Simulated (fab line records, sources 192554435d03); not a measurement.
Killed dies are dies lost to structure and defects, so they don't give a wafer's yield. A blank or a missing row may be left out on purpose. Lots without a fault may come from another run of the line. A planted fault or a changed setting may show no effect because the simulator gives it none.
Split-lot experiment | flow n5_finfet | 7 lots, 21 wafers read, on a route of 1938 steps

THE SPLIT
At N5_BEOL_M13_ETCH_59 (etches BARC in N2/H2, target depth 89 nm, overetch 26.7 nm, time 67.9 s), the setting time_s was moved away from the recipe's 67.9 s on 2 of the 21 wafers read, by -21.3% to +15.5%. The other wafers ran this setting at the recipe's value.

The reading is taken at the split's own step.

THE READING
coat_of_BEOL_M13_COAT_04.thk_nm (the simulator's own value, which no gauge read), in nm, at N5_BEOL_M13_ETCH_59 (etches BARC in N2/H2, target depth 89 nm, overetch 26.7 nm, time 67.9 s). The file gives no usual value for it. The 19 wafers here that ran the recipe average 318.1 nm, standard deviation 2 nm.

wafer  | tool, chamber at the split | time_s as run, s | against the recipe | coat_of_BEOL_M13_COAT_04.thk_nm, nm | against lot-mates on the recipe
L079.1 | rie_diel-02, 2             | 67.9             | recipe             | 321                                 | -
L079.6 | rie_diel-02, 2             | 67.9             | recipe             | 321                                 | -
L079.4 | rie_diel-02, 3             | 67.9             | recipe             | 320.2                               | -
L084.2 | rie_diel-05, 3             | 67.9             | recipe             | 320.2                               | -
L084.3 | rie_diel-05, 0             | 67.9             | recipe             | 318.4                               | -
L084.4 | rie_diel-05, 2             | 67.9             | recipe             | 316.4                               | -
L088.2 | rie_diel-03, 1             | 67.9             | recipe             | 316.6                               | -
L088.4 | rie_diel-03, 2             | 67.9             | recipe             | 317.4                               | -
L088.6 | rie_diel-03, 3             | 67.9             | recipe             | 318.2                               | -
L086.1 | rie_diel-03, 2             | 78.4             | +15.5%             | 309                                 | -11.0
L086.3 | rie_diel-03, 3             | 67.9             | recipe             | 319.8                               | -
L086.4 | rie_diel-03, 3             | 67.9             | recipe             | 320.2                               | -
L096.3 | rie_diel-05, 0             | 67.9             | recipe             | 317.4                               | -
L096.5 | rie_diel-05, 3             | 67.9             | recipe             | 319.2                               | -
L096.6 | rie_diel-05, 0             | 67.9             | recipe             | 318.4                               | -
L095.1 | rie_diel-02, 3             | 67.9             | recipe             | 317.6                               | -
L095.3 | rie_diel-02, 0             | 67.9             | recipe             | 314.2                               | -
L095.6 | rie_diel-02, 1             | 53.44            | -21.3%             | 332.2                               | +16.3
L097.2 | rie_diel-05, 3             | 67.9             | recipe             | 317.6                               | -
L097.5 | rie_diel-05, 1             | 67.9             | recipe             | 314.8                               | -
L097.6 | rie_diel-05, 2             | 67.9             | recipe             | 315.8                               | -

THE FIT
A straight line over all 21 wafers: coat_of_BEOL_M13_COAT_04.thk_nm changes by -0.636 nm for each +1% of time_s; r = -0.89; the points scatter about the line by 2 nm.
The same after taking each lot's own level away (the mean of its wafers on the recipe; 21 wafers): -0.746 nm for each +1%; r = -0.97; scatter 1 nm.
On that fit, the largest move of time_s shifts the reading by 16 nm.
The lots' own levels span 315.90 to 320.73 nm, that is 2.5 times the standard deviation above.
So the lot-to-lot level changes the slope: the two fits differ.
Check: with one of the wafers moved furthest among these (-21.3%) left out of the fit, the line predicts +15.1 nm for it against its lot-mates. It came out at +16.3 nm against them.

OTHER SPLITS ON THESE WAFERS
These wafers also went through other splits before the reading. Each is held against what the fit with the lots' levels taken away leaves over:
other split on the same wafers | wafers away from the commonest value | r with coat_of_BEOL_M13_COAT_04.thk_nm (lot level and that fit taken away)
N5_BEOL_M11_COAT_22 spin_rpm   | 8                                    | -0.02
N5_BEOL_M12_ETCH_59 bias_w     | 8                                    | -0.07

THE FILE'S OWN FIT
coat_of_BEOL_M13_COAT_04.thk_nm changes by -0.747 nm for each +1% of time_s, r = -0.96.
